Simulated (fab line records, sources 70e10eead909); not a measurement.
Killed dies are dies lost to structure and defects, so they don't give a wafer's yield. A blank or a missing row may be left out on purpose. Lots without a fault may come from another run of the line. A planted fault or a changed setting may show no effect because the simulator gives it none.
Which tool did it? | flow nand_harc | 6 lots, 18 wafers sampled, at 4 steps of a route of 1159

WHAT THE GAUGES READ, wafer by wafer
NHARC_A_CHANNEL_HOLE_D1_INSPECT_40.
lot  | measured     | on                | raw_defect_count
L411 | day 8 22:34  | defect_inspect-02 | 53 71 95
L417 | day 10 23:49 | defect_inspect-02 | 38 64 54
L423 | day 11 15:52 | defect_inspect-01 | 791 73 86
L426 | day 12 14:25 | defect_inspect-01 | 66 52 71
L430 | day 13 05:13 | defect_inspect-02 | 78 89 69
L432 | day 14 01:07 | defect_inspect-01 | 75 55 52

WHICH TOOL RAN EACH LOT (tool, then ch and the chambers of the sampled wafers, then the start)
lot  | NHARC_A_ZERO_WELL_RTA_16         | NHARC_A_CHANNEL_HOLE_D1_ETCH_16               | NHARC_A_CHANNEL_HOLE_D1_STRIP_41
L411 | rtp_anneal-01 ch 0, day 7 00:18  | rie_diel-09 ch 0,1,3, day 8 21:22 or earlier  | rie_diel-06 ch 0,3, day 8 21:22
L417 | rtp_anneal-02 ch 0, day 8 18:27  | rie_diel-06 ch 0,1,3, day 10 22:35 or earlier | rie_diel-09 ch 0,1, day 10 22:35
L423 | rtp_anneal-02 ch 0, day 9 18:53  | rie_diel-09 ch 1,2, day 11 14:40 or earlier   | rie_diel-05 ch 0,1,3, day 11 14:40
L426 | rtp_anneal-01 ch 0, day 10 18:39 | rie_diel-05 ch 0,2,3, day 12 13:13 or earlier | rie_diel-09 ch 0,1, day 12 13:13
L430 | rtp_anneal-01 ch 0, day 11 08:38 | rie_diel-05 ch 0,2, day 13 04:00 or earlier   | rie_diel-09 ch 0,2,3, day 13 04:00
L432 | rtp_anneal-01 ch 0, day 12 01:38 | rie_diel-05 ch 0,3, day 13 23:27 or earlier   | rie_diel-09 ch 2,3, day 13 23:27
- NHARC_A_ZERO_WELL_RTA_16: time 10 s.
- NHARC_A_CHANNEL_HOLE_D1_ETCH_16: etches the open film in O2/COS, target depth 3100 nm, time 806 s.
- NHARC_A_CHANNEL_HOLE_D1_STRIP_41: strips in N2/H2.

THE ANSWER, worked out from the rows above alone
Rule: what is usual is taken from the lots themselves. Put in order of their means at a reading, lots are off if they are a third of the lots or fewer, leave a main group of 4 or more, and stand apart from it by a gap of 3 or more times the standard deviation of the main group's means; of several such gaps the widest counts. A main group whose means are all the same, to the digits that the tables above print for the reading, isn't used. A lot without any number at a reading at which 4 lots or more have one is off too. The other lots that the step has rows for count as sound.
Off: L423, at NHARC_A_CHANNEL_HOLE_D1_INSPECT_40 (raw_defect_count). The main group: mean 65, standard deviation 9.4.
A tool fits if, at a process step before that reading, it ran every lot that is off, and no sound lot after the first of them. The gauges at NHARC_A_CHANNEL_HOLE_D1_INSPECT_40 are tried like those tools. NHARC_A_CHANNEL_HOLE_D1_ETCH_16 gives no start for some lots, so the hours and the order of its lots are those of NHARC_A_CHANNEL_HOLE_D1_STRIP_41. Can't be told from this: 3 tools fit, rtp_anneal-02 at NHARC_A_ZERO_WELL_RTA_16, rie_diel-09 at NHARC_A_CHANNEL_HOLE_D1_ETCH_16, rie_diel-05 at NHARC_A_CHANNEL_HOLE_D1_STRIP_41.

WHAT THE SIMULATOR HAD PUT IN
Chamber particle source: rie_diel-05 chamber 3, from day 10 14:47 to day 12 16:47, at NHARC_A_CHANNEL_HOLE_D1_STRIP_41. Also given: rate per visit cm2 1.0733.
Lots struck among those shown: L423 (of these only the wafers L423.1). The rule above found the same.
